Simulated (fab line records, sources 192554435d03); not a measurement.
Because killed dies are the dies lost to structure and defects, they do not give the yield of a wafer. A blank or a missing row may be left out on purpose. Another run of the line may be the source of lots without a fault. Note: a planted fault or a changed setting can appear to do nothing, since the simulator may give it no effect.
Split-lot study ; flow n5_finfet ; route with 1938 steps; 7 lots, 21 wafers read

SPLIT DETAILS
At N5_BEOL_M15_ETCH_61 (etches BARC in N2/H2, target depth 89 nm, overetch 26.7 nm, time 67.9 s), the setting bias_w was moved away from the recipe's 150 W on 6 of the 21 wafers read, by -14.9% to +15.2%. The other wafers ran this setting at the recipe's value.

The reading is taken at the split's own step.

THE READING
rf_vpp_V, in V, at N5_BEOL_M15_ETCH_61 (etches BARC in N2/H2, target depth 89 nm, overetch 26.7 nm, time 67.9 s). Typical for fault-free wafers on this fab line: 523.2 V, with standard deviation 2.4 V.

wafer;tool, chamber at the split;bias_w as run, W;against the recipe;rf_vpp_V, V;against lot-mates on the recipe
L077.2;rie_diel-05, 0;150;recipe;523.9;-
L077.3;rie_diel-05, 3;130.1;-13.3%;477.8;-46.2
L077.5;rie_diel-05, 3;150;recipe;524.2;-
L080.2;rie_diel-03, 2;172.8;+15.2%;567.4;no lot-mate on the recipe
L080.4;rie_diel-03, 1;172.8;+15.2%;570.4;no lot-mate on the recipe
L080.6;rie_diel-03, 2;172.8;+15.2%;569.4;no lot-mate on the recipe
L083.3;rie_diel-03, 0;150;recipe;522.7;-
L083.5;rie_diel-03, 0;150;recipe;524.4;-
L083.6;rie_diel-03, 1;127.6;-14.9%;471.9;-51.6
L090.1;rie_diel-06, 2;150;recipe;523.4;-
L090.3;rie_diel-06, 3;150;recipe;527.8;-
L090.6;rie_diel-06, 2;150;recipe;524.2;-
L095.1;rie_diel-03, 2;150;recipe;518.6;-
L095.2;rie_diel-03, 0;150;recipe;523.0;-
L095.5;rie_diel-03, 3;150;recipe;527.7;-
L096.2;rie_diel-03, 2;150;recipe;520.1;-
L096.3;rie_diel-03, 0;150;recipe;522.6;-
L096.6;rie_diel-03, 0;150;recipe;521.4;-
L097.1;rie_diel-03, 2;150;recipe;520.2;-
L097.2;rie_diel-03, 3;164.4;+9.6%;557.7;+36.7
L097.3;rie_diel-03, 1;150;recipe;521.9;-

THE FIT
A straight line over all 21 wafers: rf_vpp_V changes by +3.22 V for each +1% of bias_w; r = +0.99; the points scatter about the line by 2.8 V.
The same after taking each lot's own level away (the mean of its wafers on the recipe; 18 wafers): +3.55 V for each +1%; r = +0.99; scatter 2 V.
The reading moves by 54 V for the largest change in bias_w, on that fit.
The span of the lots' own levels, 521.05 to 525.13 V, comes to 1.7 times the standard deviation stated above.
Hence the lot-to-lot level has little effect on the slope; both slopes agree.
Check: -53.6 V against its lot-mates is what the line predicts for one of the wafers moved furthest among these (-14.9%) when that wafer is left out of the fit. Against them it came out at -51.6 V.
Tool readings at the split's step, against how far the setting was moved: rf_vpp_V r = +0.99.

FURTHER SPLITS ON THESE WAFERS
Before the reading, these wafers also passed through other splits. Each is held against what the fit with the lots' levels taken away leaves over:
other split on the same wafers;wafers away from the commonest value;r with rf_vpp_V (lot level and that fit taken away)
N5_BEOL_M14_ILD_DEP_00 time_s;6;-0.10

THE FILE'S OWN FIT
rf_vpp_V changes by +3.54 V for each +1% of bias_w, r = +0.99.
